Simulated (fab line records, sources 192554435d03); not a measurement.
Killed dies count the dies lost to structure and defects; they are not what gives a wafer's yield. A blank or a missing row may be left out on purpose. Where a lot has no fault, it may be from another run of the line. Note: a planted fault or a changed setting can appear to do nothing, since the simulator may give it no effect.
Chamber matching	flow n5 finfet	N5_BEOL_M12_DESCUM_15 on rie diel-02: 4 sister chambers
The step chemistry O2, time 7.9 s. 8 wafers are shown with their chamber, then 7 later ones without.

## WAFERS PAIRED WITH THEIR CHAMBERS
wafer	chamber	throttle valve pct (%)	showerhead plenum p Torr (Torr)
L075.1	2	20.82	1.99
L075.2	3	20.52	2.09
L077.1	3	20.54	2.09
L078.4	2	20.82	1.99
L079.5	1	20.18	2.04
L079.6	0	20.84	2.08
L085.1	0	20.86	2.08
L085.2	1	20.22	2.03

## WAFERS MISSING THEIR CHAMBER
wafer	throttle valve pct (%)	showerhead plenum p Torr (Torr)
L085.4	20.55	2.08
L091.3	20.89	2.08
L091.4	20.87	1.98
L091.6	20.86	1.98
L092.1	20.87	1.98
L092.3	20.88	2.07
L092.6	20.25	2.03

## WHICH CHAMBER EACH WENT THROUGH
wafer	from the rows above	in truth
L085.4	3	3
L091.3	0	0
L091.4	2	2
L091.6	2	2
L092.1	2	2
L092.3	0	0
L092.6	1	1
Placed correctly: 7 of 7. Not placeable from these rows: 0. Wrongly placed: 0.
How it was worked out, from the rows above alone: a wafer's distance from a chamber is the root of the sum, over the readings, of the square of ((its reading less the chamber's mean) divided by the reading's scatter). If the next closest chamber is less than 2 further off than the closest, the wafer can't be placed; otherwise it belongs to the closest. The mean given for a chamber averages the wafers shown for that chamber. The scatter: take each reading less its chamber's mean, square it, sum over the shown wafers, divide by the number of wafers less the number of chambers, and take the root.
